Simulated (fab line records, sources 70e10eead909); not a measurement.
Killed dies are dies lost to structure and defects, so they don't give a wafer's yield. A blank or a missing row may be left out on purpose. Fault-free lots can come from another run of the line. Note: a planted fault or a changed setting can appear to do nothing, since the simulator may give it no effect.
Which of the tools did it?    flow nand_harc    12 lots, 36 wafers sampled, at 4 steps of a route of 1302

WHAT THE GAUGES SHOWED, per wafer
NHARC_P_STI_INSPECT_25.
lot   measured      on                 raw_defect_count
L075  day 4 10:08   defect_inspect-01  296 246 357
L077  day 5 07:51   defect_inspect-02  316 471 305
L079  day 6 01:29   defect_inspect-02  191 283 266
L081  day 7 07:13   defect_inspect-01  173 192 160
L083  day 8 03:28   defect_inspect-02  292 218 305
L085  day 8 14:06   defect_inspect-01  137 161 205
L087  day 9 22:37   defect_inspect-01  168 105 196
L089  day 10 06:23  defect_inspect-02  428 233 141
L091  day 11 02:07  defect_inspect-02  155 220 134
L093  day 11 21:29  defect_inspect-02  133 210 180
L095  day 12 22:53  defect_inspect-01  202 319 311
L097  day 13 12:53  defect_inspect-01  137 254 117

WHICH TOOL RAN EACH LOT (tool, then ch and the chambers of the sampled wafers, then the start)
lot   NHARC_P_ZERO_WELL_RTA_42          NHARC_P_STI_DESCUM_14               NHARC_P_STI_CMP_21
L075  rtp_anneal-02 ch 0, day 2 12:44   rie_diel-10 ch 0,2, day 3 06:06     cmp-02 ch 0,1, day 4 00:38
L077  rtp_anneal-02 ch 0, day 3 08:39   rie_diel-10 ch 1,2, day 4 04:00     cmp-02 ch 2,3, day 4 22:05
L079  rtp_anneal-02 ch 0, day 4 04:56   rie_diel-10 ch 1,2, day 4 21:23     cmp-01 ch 1,2, day 5 16:24
L081  rtp_anneal-02 ch 0, day 5 01:06   rie_diel-07 ch 0,2,3, day 5 20:43   cmp-02 ch 0,2,3, day 6 20:52
L083  rtp_anneal-02 ch 0, day 5 21:22   rie_diel-10 ch 1,2,3, day 6 16:21   cmp-01 ch 0,1,2, day 7 16:33
L085  rtp_anneal-01 ch 0, day 6 17:00   rie_diel-07 ch 0,3, day 7 11:28     cmp-01 ch 0,1,3, day 8 06:16
L087  rtp_anneal-02 ch 0, day 7 12:47   rie_diel-10 ch 0,1,3, day 8 07:19   cmp-01 ch 0,2,3, day 9 14:37
L089  rtp_anneal-01 ch 0, day 8 09:01   rie_diel-10 ch 2,3, day 9 03:25     cmp-01 ch 0,3, day 9 21:56
L091  rtp_anneal-01 ch 0, day 9 05:32   rie_diel-06 ch 0,1,2, day 9 22:26   cmp-01 ch 0,3, day 10 17:20
L093  rtp_anneal-01 ch 0, day 10 00:55  rie_diel-06 ch 1,3, day 10 19:07    cmp-02 ch 0,1,3, day 11 13:47
L095  rtp_anneal-01 ch 0, day 10 21:09  rie_diel-10 ch 0,1,3, day 11 15:29  cmp-02 ch 0,2,3, day 12 11:37
L097  rtp_anneal-01 ch 0, day 11 17:01  rie_diel-07 ch 0,2, day 12 09:54    cmp-02 ch 1,2, day 13 05:02
- NHARC_P_ZERO_WELL_RTA_42: time 300 s.
- NHARC_P_STI_DESCUM_14: chemistry O2, time 3 s.
- NHARC_P_STI_CMP_21: polishes, t overpolish 20 s, target thk 380.67 nm.

THE ANSWER, worked out from the rows above alone
Rule: the usual values come from the lots themselves. Put in order of their means at a reading, lots are off if they are a third of the lots or fewer, leave a main group of 4 or more, and stand apart from it by a gap of 3 or more times the standard deviation of the main group's means; of several such gaps the widest counts. Not used: any main group whose means are identical at the precision the tables above print for the reading. A lot without any number at a reading at which 4 lots or more have one is off too. The other lots that the step has rows for count as sound.
No lot is off on any of the readings shown, so nothing can be concluded from this.

WHAT THE SIMULATOR PUT IN
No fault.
